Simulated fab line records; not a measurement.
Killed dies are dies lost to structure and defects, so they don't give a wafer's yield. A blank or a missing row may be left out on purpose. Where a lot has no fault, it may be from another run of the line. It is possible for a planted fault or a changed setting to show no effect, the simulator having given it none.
Code-filled problem report in 8D (eight disciplines) form    flow n5Finfet    the parts of the form that need people (team, actions taken, sign-off) are left out

== 1. THE ISSUE ==
Mean of timeToEndpointS at N5_ILD0_CMP_12: 14 s across 2 wafers in 2 lots; on wafers with no fault it is 28 s (standard deviation 3.1). Relative to the usual mean, that is a shift of -4.5 standard deviations.
The step: polishes SiNx, stops on poly-Si, t overpolish 6 s, target thk 17.67 nm.
Earliest sighting: wafer L652.4 on cmp-03 at day 4 22:34. Wafers with a number at this step in the record: 25, from 9 lots. Rule for "out" (also "out of limits"): further than 4 standard deviations from the usual mean. Any other wafer with a number is counted as sound.

== 2. WHAT IT IS; WHAT IT IS NOT ==
question                     is                is not
which readings at this step  timeToEndpointS   overpolishRunS
which lots                   L652, L655        L647, L648, L650, L660, L665, L666, L669
which wafers of those lots   L652.4, L655.4    L652.1, L655.5
read on which tools          cmp-03            cmp-02, cmp-04
when                         from day 4 22:34  up to then (10 sound wafers); but 13 sound wafers of L655, L660, L665, L666, L669 came after

== 3. SUSPECTS, AND WHAT RULES EACH OUT ==
Counting: a tool at a process step up to the reading stays a suspect if it ran every lot that is out. Sound lots after the first of them don't rule it out here, since some wafers of a struck lot are sound.
- cmp-03 at N5_ILD0_CMP_12 (polishes SiNx, stops on poly-Si, t overpolish 6 s, target thk 17.67 nm): kept. Every lot that is out went through it, the first being L652 (day 4 22:34); the last sound lot it ran before that was L650 (day 4 10:44). Its own readings are out on those wafers: timeToEndpointS.
The count leaves cmp-03 at N5_ILD0_CMP_12.

== 4. THE CAUSE (what the simulator had put in) ==
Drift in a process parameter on cmp-03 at N5_ILD0_CMP_12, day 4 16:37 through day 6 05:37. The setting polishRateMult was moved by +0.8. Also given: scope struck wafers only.
Counting left only this tool.

== 5. THE EFFECT CHAIN, in route order ==
Rows list readings where the struck wafers' mean (over those with a number) sits beyond 3 standard deviations from the usual. Scope: only readings with a usual standard deviation given in the record; hours: median across lots of the time from each lot's start at the first step in this table that gives one to its start at this step; sigmas: change in usual standard deviations.
hours  step            reading          usual  on struck wafers  change  sigmas
0      N5_ILD0_CMP_12  timeToEndpointS  28 s   14                -14     -4.5
Here are the process steps it includes:
- N5_ILD0_CMP_12: polishes SiNx, stops on poly-Si, t overpolish 6 s, target thk 17.67 nm.
Later steps that measure or inspect, where all struck wafers having a row at the step show a number for every such reading and not one has moved that far: N5_BEOL_M4_RC_MEAS_101.

== 6. WHAT WOULD HAVE CAUGHT IT SOONER ==
First out-of-limits reading in this record: day 4 22:34, which is 6 hours after fault onset at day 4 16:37.
